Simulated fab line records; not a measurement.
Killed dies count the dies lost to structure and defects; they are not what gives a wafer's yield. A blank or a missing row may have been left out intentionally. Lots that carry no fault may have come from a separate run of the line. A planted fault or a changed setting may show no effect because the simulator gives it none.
Chamber matching ; flow n5_finfet ; N5_MOL_CONTACT_COAG_CMP_52 on cmp-02 has 4 sister chambers
The step polishes, stops on SiO2, t overpolish 1.5 s, target thk 66.5 nm. 24 wafers are shown with their chamber, then 12 later ones without.

WAFERS, EACH WITH ITS CHAMBER
wafer;chamber;motor_current_A (A);platen_rpm (rpm);time_to_endpoint_s (s)
L075.1;3;13.0;50.28;18.5
L075.2;1;13.4;50.26;15.4
L075.4;0;11.4;50.30;13.7
L079.1;3;13.1;50.34;14.8
L079.2;1;13.8;50.30;16.5
L079.3;2;11.1;50.26;17.0
L080.2;3;13.4;50.31;14.2
L080.5;1;13.8;50.26;17.5
L080.6;0;11.4;50.30;16.3
L082.2;3;13.1;50.20;20.3
L082.5;3;13.1;50.23;15.8
L082.6;0;11.9;50.30;19.3
L083.1;1;13.8;50.23;14.9
L083.3;2;11.3;50.31;15.2
L083.5;3;12.6;50.23;14.4
L085.3;3;13.2;50.29;12.2
L085.4;2;11.4;50.26;12.1
L085.5;3;12.7;50.24;13.2
L089.1;3;13.4;50.31;15.8
L089.3;1;13.7;50.29;14.1
L089.6;3;12.6;50.31;14.4
L091.1;1;13.4;50.29;12.9
L091.5;2;10.6;50.31;13.1
L091.6;3;13.0;50.30;15.3

SIGNATURES (averages over the wafers above)
reading;chamber 0;chamber 1;chamber 2;chamber 3;scatter within a chamber
motor_current_A;11.567;13.650;11.100;13.018;0.277
platen_rpm;50.3000;50.2717;50.2850;50.2764;0.0358
time_to_endpoint_s;16.433;15.217;14.350;15.355;2.2
Rule: for each reading, subtract the chamber's mean from the wafer's reading, divide by that reading's scatter and square the result; add these up over the readings and take the root, which gives the wafer's distance from the chamber. If the next closest chamber is less than 2 further off than the closest, the wafer can't be placed; otherwise it belongs to the closest. The scatter: the root of (the sum of the squares of (reading less its chamber's mean) over the shown wafers, divided by (wafers less chambers)).

WAFERS WITH NO CHAMBER GIVEN
wafer;motor_current_A (A);platen_rpm (rpm);time_to_endpoint_s (s)
L092.1;13.3;50.29;14.2
L092.2;11.6;50.23;14.0
L092.3;12.8;50.32;11.4
L093.1;12.7;50.29;13.0
L093.2;11.8;50.28;11.2
L093.4;10.7;50.29;9.2
L095.1;13.4;50.30;12.7
L095.4;11.3;50.29;11.1
L095.6;12.8;50.29;11.6
L097.3;11.3;50.29;12.8
L097.4;11.2;50.29;13.9
L097.5;10.8;50.30;12.7

WHICH CHAMBER EACH ONE RAN IN
wafer;from the rows above;in truth
L092.1;can't be placed: 3 or 1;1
L092.2;can't be placed: 0 or 2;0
L092.3;can't be placed: 3 or 1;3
L093.1;can't be placed: 3 or 1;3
L093.2;can't be placed: 0 or 2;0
L093.4;can't be placed: 2 or 0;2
L095.1;can't be placed: 1 or 3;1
L095.4;can't be placed: 2 or 0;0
L095.6;can't be placed: 3 or 1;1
L097.3;can't be placed: 2 or 0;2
L097.4;can't be placed: 2 or 0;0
L097.5;can't be placed: 2 or 0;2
Correct placement for 0 of the 12. From these rows, 12 cannot be placed; in 12 the true chamber is one of the candidates. Number placed wrongly: 0.
